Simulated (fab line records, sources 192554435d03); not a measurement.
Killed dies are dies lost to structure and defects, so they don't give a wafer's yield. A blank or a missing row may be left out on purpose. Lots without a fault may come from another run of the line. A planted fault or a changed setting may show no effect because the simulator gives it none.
One fault seen from 2 desks | flow n5_finfet | each desk has only its own numbers; what lay behind them comes last

THE TOOL OWNER'S DESK: rie_diel-03
The tool's own readings at N5_BEOL_M1_ETCH_77 (etches underlayer in N2/H2, target depth 6.5 nm, time 5.2 s): means of the sampled wafers that have a number, for each lot that ran on this tool. A lot is out of limits, marked OUT, if its mean lies more than 4 standard deviations from the usual mean; the brackets give that distance.
Columns: A = drypump_motor_current_A at N5_BEOL_M1_ETCH_77, usual 5.7 A; B = etch_rf_on_time_s at N5_BEOL_M1_ETCH_77, usual 5.18 s; C = oes_product_au at N5_BEOL_M1_ETCH_77, usual 0.67 a.u.; D = rf_vpp_V at N5_BEOL_M1_ETCH_77, usual 524 V; E = showerhead_plenum_p_Torr at N5_BEOL_M1_ETCH_77, usual 2.52 Torr; F = throttle_valve_pct at N5_BEOL_M1_ETCH_77, usual 17.8 %
lot  | first seen here | A   | B               | C    | D   | E    | F
L151 | day 6 15:23     | 6.0 | 5.28            | 0.63 | 525 | 2.53 | 17.8
L154 | day 7 09:26     | 5.8 | 5.26            | 0.62 | 524 | 2.52 | 17.9
L152 | day 7 12:13     | 5.7 | 6.31 (+8.0) OUT | 0.55 | 523 | 2.51 | 17.9
L156 | day 7 18:01     | 5.9 | 5.70            | 0.60 | 523 | 2.56 | 17.8
L173 | day 11 19:52    | 5.7 | 5.02            | 0.67 | 526 | 2.57 | 17.8
This desk's finding: out of limits on L152; first on L152, day 7 12:13 (etch_rf_on_time_s at N5_BEOL_M1_ETCH_77). In limits: L151, L154, L156, L173.

THE METROLOGY DESK
What the gauges read, lot by lot, whatever tool the lot ran on: means of the sampled wafers that have a number. A lot is out of limits, marked OUT, if its mean lies more than 4 standard deviations from the usual mean; the brackets give that distance. Of its 12 readings 7 are shown: those that lie furthest out on some lot.
Columns: A = cd_nm at N5_BEOL_M1_CD_MEAS_28, usual 23.95 nm; B = DIBL_N at N5_BEOL_M4_RC_MEAS_101, usual 37.7 mV/V; C = DIBL_P at N5_BEOL_M4_RC_MEAS_101, usual 37.7 mV/V; D = IOFF_P at N5_BEOL_M4_RC_MEAS_101, usual 0.23 nA/um; E = ION_N at N5_BEOL_M4_RC_MEAS_101, usual 681 uA/um; F = VT_N at N5_BEOL_M4_RC_MEAS_101, usual 248 mV; G = VT_P at N5_BEOL_M4_RC_MEAS_101, usual -249 mV
lot  | first seen here | A     | B    | C    | D    | E   | F   | G
L151 | day 6 15:14     | 24.02 | 38.4 | 38.9 | 0.28 | 677 | 247 | -243
L154 | day 7 09:17     | 23.89 | 37.7 | 37.1 | 0.21 | 686 | 248 | -252
L152 | day 7 12:03     | 23.95 | 38.0 | 36.2 | 0.22 | 686 | 245 | -249
L156 | day 7 17:50     | 24.15 | 37.3 | 37.6 | 0.22 | 673 | 249 | -251
L163 | day 9 05:44     | 23.92 | 38.3 | 36.9 | 0.22 | 680 | 246 | -251
L169 | day 10 18:22    | 23.92 | 38.2 | 36.9 | 0.22 | 674 | 247 | -250
L171 | day 11 05:07    | 23.79 | 35.8 | 37.1 | 0.18 | 669 | 251 | -254
L172 | day 11 12:08    | 24.05 | 36.8 | 36.2 | 0.20 | 678 | 249 | -249
L173 | day 11 19:42    | 24.26 | 38.0 | 37.4 | 0.25 | 684 | 246 | -248
L174 | day 12 02:47    | 24.09 | 35.6 | 35.2 | 0.23 | 676 | 249 | -247
This desk's finding: nothing out of limits on any of the 10 lots.

PUT TOGETHER
The tool owner's desk could have raised an alarm at day 7 12:13, on L152.
The metrology desk saw nothing out of limits.
The metrology desk has L152 on record, within its limits.
Of the lots named, all ran N5_BEOL_M1_ETCH_77 on rie_diel-03.

WHAT THE SIMULATOR HAD PUT IN
Process parameter drift: rie_diel-03, from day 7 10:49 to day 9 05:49, at N5_BEOL_M1_ETCH_77. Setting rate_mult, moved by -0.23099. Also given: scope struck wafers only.
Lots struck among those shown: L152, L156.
Hours from the fault's start to each desk's first reading out of limits: the tool owner's desk, 1.
